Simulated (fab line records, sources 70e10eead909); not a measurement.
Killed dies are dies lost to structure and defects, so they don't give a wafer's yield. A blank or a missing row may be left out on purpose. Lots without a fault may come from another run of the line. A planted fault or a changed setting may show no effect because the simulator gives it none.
Chamber matching | flow nand_harc | NHARC_A_M0_PRE_CLEAN_31 on pecvd-04: 3 sister chambers
The step time 12 s. 3 wafers are shown with their chamber, then 7 later ones without.

WAFERS WITH THEIR CHAMBER
wafer  | chamber | heater_power_outer_w (W)
L082.5 | 1       | 378
L087.1 | 2       | 395
L087.5 | 0       | 315

WAFERS WITHOUT THEIR CHAMBER
wafer  | heater_power_outer_w (W)
L087.6 | 438
L094.3 | 361
L094.4 | 448
L094.6 | 369
L093.2 | 377
L093.4 | 387
L093.5 | 391

WHICH CHAMBER EACH WENT THROUGH
wafer  | from the rows above          | in truth
L087.6 | can't be placed: 2 or 1      | 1
L094.3 | can't be placed: 1 or 2 or 0 | 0
L094.4 | can't be placed: 2 or 1      | 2
L094.6 | can't be placed: 1 or 2 or 0 | 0
L093.2 | can't be placed: 1 or 2      | 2
L093.4 | can't be placed: 2 or 1      | 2
L093.5 | can't be placed: 2 or 1      | 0
Placed correctly: 0 of 7. Can't be placed from these rows: 7 (the true chamber is among the candidates in 6). Placed wrongly: 0.
How it was worked out, from the rows above alone: a wafer's distance from a chamber is the root of the sum, over the readings, of the square of ((its reading less the chamber's mean) divided by the reading's scatter). The wafer belongs to the nearest chamber; if the next one is less than 2 further off, it can't be placed. A chamber's mean is the mean of its shown wafers. The scatter: with one shown wafer a chamber, the root of the mean of the squares of how far each hidden wafer lies from its nearest shown one.
